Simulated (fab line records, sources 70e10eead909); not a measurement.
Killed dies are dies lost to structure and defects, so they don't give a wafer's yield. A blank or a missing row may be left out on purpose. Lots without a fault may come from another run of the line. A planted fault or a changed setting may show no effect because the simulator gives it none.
Which tool did it? | flow nand_harc | 14 lots, 42 wafers sampled, at 4 steps of a route of 1302

WHAT THE GAUGES READ, wafer by wafer
The record holds no reading of a measuring or inspecting step that can be judged against a usual standard deviation.

WHICH TOOL RAN EACH LOT (tool, then ch and the chambers of the sampled wafers, then the start)
lot  | NHARC_P_STI_ETCH_31                           | NHARC_P_GATE_OXIDE_16         | NHARC_P_GATE_HM_DEP_102       | NHARC_P_GATE_ETCH_104
L489 | rie_diel-12 ch 0,1,3, day 4 18:05 or earlier  | furnace-06 ch 0, day 4 18:05  | acl_dep-02 ch 0, day 5 04:03  | rie_diel-04 ch 0,1,3, day 5 05:34
L490 | rie_diel-13 ch 0,1,3, day 4 23:01 or earlier  | furnace-06 ch 0, day 4 23:01  | acl_dep-02 ch 0, day 5 08:33  | rie_diel-04 ch 2,3, day 5 10:10
L491 | rie_diel-12 ch 0,1,3, day 5 06:40 or earlier  | furnace-02 ch 0, day 5 06:40  | acl_dep-02 ch 0, day 5 15:39  | rie_diel-07 ch 0,1,3, day 5 17:10
L494 | rie_diel-02 ch 0,3, day 6 16:52 or earlier    | furnace-02 ch 0, day 6 16:52  | acl_dep-01 ch 0, day 7 01:46  | rie_diel-04 ch 0,3, day 7 03:16
L497 | rie_diel-12 ch 0,1,3, day 8 02:34 or earlier  | furnace-02, day 8 02:34       | acl_dep-03 ch 0, day 8 12:19  | rie_diel-07 ch 0,1,3, day 8 13:59
L498 | rie_diel-13 ch 0,2,3, day 8 02:34 or earlier  | furnace-02, day 8 02:34       | acl_dep-01 ch 0, day 8 12:38  | rie_diel-09 ch 2,3, day 8 14:14
L503 | rie_diel-12 ch 1,2,3, day 10 15:49 or earlier | furnace-05 ch 0, day 10 15:49 | acl_dep-03 ch 0, day 11 00:38 | rie_diel-07 ch 0,1,3, day 11 02:16
L504 | rie_diel-02 ch 0,1,2, day 10 15:49 or earlier | furnace-05 ch 0, day 10 15:49 | acl_dep-02 ch 0, day 11 01:05 | rie_diel-04 ch 1,2, day 11 02:29
L505 | rie_diel-13 ch 0,2,3, day 11 10:32 or earlier | furnace-05 ch 0, day 11 10:32 | acl_dep-02 ch 0, day 11 23:56 | rie_diel-07 ch 1,2,3, day 12 01:32
L506 | rie_diel-02 ch 0,1,2, day 11 16:50 or earlier | furnace-06 ch 0, day 11 16:50 | acl_dep-02 ch 0, day 12 02:26 | rie_diel-04 ch 1,2,3, day 12 03:56
L508 | rie_diel-02 ch 0,1,3, day 12 19:37 or earlier | furnace-05 ch 0, day 12 19:37 | acl_dep-03 ch 0, day 13 04:38 | rie_diel-09 ch 0,1,3, day 13 06:15
L509 | rie_diel-13 ch 0,1,3, day 13 06:18 or earlier | furnace-02 ch 0, day 13 06:18 | acl_dep-02 ch 0, day 13 15:50 | rie_diel-07 ch 0,2, day 13 17:27
L510 | rie_diel-12 ch 0,2,3, day 13 06:18 or earlier | furnace-02 ch 0, day 13 06:18 | acl_dep-02 ch 0, day 13 15:11 | rie_diel-07 ch 0,1,3, day 13 16:49
L511 | rie_diel-02 ch 0,2, day 13 14:58 or earlier   | furnace-05 ch 0, day 13 14:58 | acl_dep-02 ch 0, day 14 01:44 | rie_diel-07 ch 0,2,3, day 14 03:22
- NHARC_P_STI_ETCH_31: etches the open film in CF4/CHF3, target depth 108.9 nm, time 54.5 s.
- NHARC_P_GATE_OXIDE_16: material SiO2, target thk 3 nm, ox time 392 s.
- NHARC_P_GATE_HM_DEP_102: deposits aC, target thk 120 nm.
- NHARC_P_GATE_ETCH_104: etches the open film in CF4/CHF3, target depth 60 nm.

WHAT THE TOOLS THEMSELVES READ (means of the sampled wafers that have a number; where no wafer has one, the mark that the record gives instead)
NHARC_P_STI_ETCH_31. Usual: drypump_motor_current_A 5.7 A, standard deviation 0.49; oes_product_au 0.960 a.u., standard deviation 0.018; rf_vpp_V 370.4 V, standard deviation 2.3; showerhead_plenum_p_Torr 1.57 Torr, standard deviation 0.06; throttle_valve_pct 16.802 %, standard deviation 0.0089.
lot  | tool        | drypump_motor_current_A (A) | oes_product_au (a.u.) | rf_vpp_V (V) | showerhead_plenum_p_Torr (Torr) | throttle_valve_pct (%) | flag
L489 | rie_diel-12 | 5.9                         | 0.963                 | 371.5        | 1.57                            | 16.810                 |
L490 | rie_diel-13 | 5.5                         | 0.963                 | 368.7        | 1.53                            | 16.806                 |
L491 | rie_diel-12 | 5.9                         | 0.963                 | 371.4        | 1.57                            | 16.798                 |
L494 | rie_diel-02 | 5.5                         | 0.977                 | 370.4        | 1.55                            | 16.794                 |
L497 | rie_diel-12 | 5.9                         | 0.926                 | 371.7        | 1.57                            | 16.795                 |
L498 | rie_diel-13 | 5.7                         | 0.964                 | 368.9        | 1.51                            | 16.806                 |
L503 | rie_diel-12 | 5.6                         | 0.968                 | 369.3        | 1.54                            | 16.805                 |
L504 | rie_diel-02 | 5.7                         | 0.968                 | 372.9        | 1.61                            | 16.805                 |
L505 | rie_diel-13 | 5.7                         | 0.960                 | 368.0        | 1.51                            | 16.803                 |
L506 | rie_diel-02 | 5.7                         | 0.987                 | 372.3        | 1.61                            | 16.803                 |
L508 | rie_diel-02 | 5.5                         | 0.968                 | 370.5        | 1.57                            | 16.796                 |
L509 | rie_diel-13 | 5.6                         | 0.976                 | 369.0        | 1.53                            | 16.805                 |
L510 | rie_diel-12 | 6.0                         | 0.947                 | 369.7        | 1.57                            | 16.799                 |
L511 | rie_diel-02 | 5.8                         | 0.954                 | 372.4        | 1.63                            | 16.806                 |

NHARC_P_GATE_OXIDE_16. Usual: ox_temp_c 875.0 C, standard deviation 0.39; spike_tc_upper_C 873.6 C, standard deviation 1.2; tube_center_temp_C 874.99 C, standard deviation 0.075.
lot  | tool       | ox_temp_c (C) | spike_tc_upper_C (C) | tube_center_temp_C (C) | flag
L489 | furnace-06 | 874.9         | 876.2                | 874.93                 |
L490 | furnace-06 | 875.0         | 874.3                | 875.03                 |
L491 | furnace-02 | 875.2         | 874.2                | 875.02                 |
L494 | furnace-02 | 875.2         | 873.8                | 875.00                 |
L497 | furnace-02 | -             | -                    | -                      | OFF
L498 | furnace-02 | -             | -                    | -                      | OFF
L503 | furnace-05 | 874.8         | 873.6                | 874.98                 |
L504 | furnace-05 | 875.0         | 874.5                | 875.01                 |
L505 | furnace-05 | 874.9         | 872.9                | 874.92                 |
L506 | furnace-06 | 875.0         | 874.5                | 875.05                 |
L508 | furnace-05 | 875.0         | 874.0                | 874.95                 |
L509 | furnace-02 | 875.4         | 873.0                | 874.97                 |
L510 | furnace-02 | 874.9         | 872.9                | 875.02                 |
L511 | furnace-05 | 874.8         | 874.1                | 875.04                 |

NHARC_P_GATE_HM_DEP_102. Usual: throttle_valve_pct 35.001 %, standard deviation 0.0091.
lot  | tool       | throttle_valve_pct (%) | flag
L489 | acl_dep-02 | 35.008                 |
L490 | acl_dep-02 | 35.004                 |
L491 | acl_dep-02 | 35.009                 |
L494 | acl_dep-01 | 35.000                 |
L497 | acl_dep-03 | 35.007                 |
L498 | acl_dep-01 | 35.004                 |
L503 | acl_dep-03 | 34.994                 |
L504 | acl_dep-02 | 34.999                 |
L505 | acl_dep-02 | 34.992                 |
L506 | acl_dep-02 | 35.005                 |
L508 | acl_dep-03 | 35.003                 |
L509 | acl_dep-02 | 34.996                 |
L510 | acl_dep-02 | 35.008                 |
L511 | acl_dep-02 | 34.999                 |

NHARC_P_GATE_ETCH_104. Usual: drypump_motor_current_A 5.5 A, standard deviation 0.32; oes_product_au 0.953 a.u., standard deviation 0.02; rf_vpp_V 371.0 V, standard deviation 2.1; showerhead_plenum_p_Torr 1.58 Torr, standard deviation 0.057; throttle_valve_pct 16.803 %, standard deviation 0.0087.
lot  | tool        | drypump_motor_current_A (A) | oes_product_au (a.u.) | rf_vpp_V (V) | showerhead_plenum_p_Torr (Torr) | throttle_valve_pct (%) | flag
L489 | rie_diel-04 | 5.7                         | 0.979                 | 372.3        | 1.60                            | 16.811                 |
L490 | rie_diel-04 | 5.5                         | 0.970                 | 372.3        | 1.61                            | 16.799                 |
L491 | rie_diel-07 | 5.4                         | 0.967                 | 371.0        | 1.58                            | 16.802                 |
L494 | rie_diel-04 | 5.7                         | 0.966                 | 370.9        | 1.58                            | 16.800                 |
L497 | rie_diel-07 | 5.4                         | 0.966                 | 371.4        | 1.58                            | 16.799                 |
L498 | rie_diel-09 | 6.0                         | 0.972                 | 368.5        | 1.49                            | 16.795                 |
L503 | rie_diel-07 | 5.4                         | 0.962                 | 371.0        | 1.58                            | 16.808                 |
L504 | rie_diel-04 | 5.5                         | 0.948                 | 371.3        | 1.60                            | 16.804                 |
L505 | rie_diel-07 | 5.2                         | 0.969                 | 370.9        | 1.59                            | 16.798                 |
L506 | rie_diel-04 | 5.6                         | 0.931                 | 371.4        | 1.61                            | 16.802                 |
L508 | rie_diel-09 | 5.9                         | 0.926                 | 367.2        | 1.49                            | 16.800                 |
L509 | rie_diel-07 | 5.3                         | 0.966                 | 372.7        | 1.63                            | 16.796                 |
L510 | rie_diel-07 | 5.4                         | 0.968                 | 370.3        | 1.58                            | 16.807                 |
L511 | rie_diel-07 | 5.3                         | 0.962                 | 372.6        | 1.63                            | 16.807                 |

THE ANSWER, worked out from the rows above alone
Rule: a lot is off if the mean of its wafers that have a number lies more than 3 standard deviations from the usual mean. A lot without any number at a reading at which 4 lots or more have one is off too. The other lots that the step has rows for count as sound. The gauges are gone through in route order, then the tools' own readings, and for those a lot's mean is taken as printed above. The first step at which some lot is off is used, and at that step the reading that is off furthest; a lot without a number counts as furthest.
Off: L497, L498, at NHARC_P_GATE_OXIDE_16 (ox_temp_c). Without a number there: L497, L498.
A tool fits if, at that step or a process step before it, it ran every lot that is off, and no sound lot after the first of them. NHARC_P_STI_ETCH_31 gives no start for some lots, so the hours and the order of its lots are those of NHARC_P_GATE_OXIDE_16. None of those tried fits.

WHAT THE SIMULATOR HAD PUT IN
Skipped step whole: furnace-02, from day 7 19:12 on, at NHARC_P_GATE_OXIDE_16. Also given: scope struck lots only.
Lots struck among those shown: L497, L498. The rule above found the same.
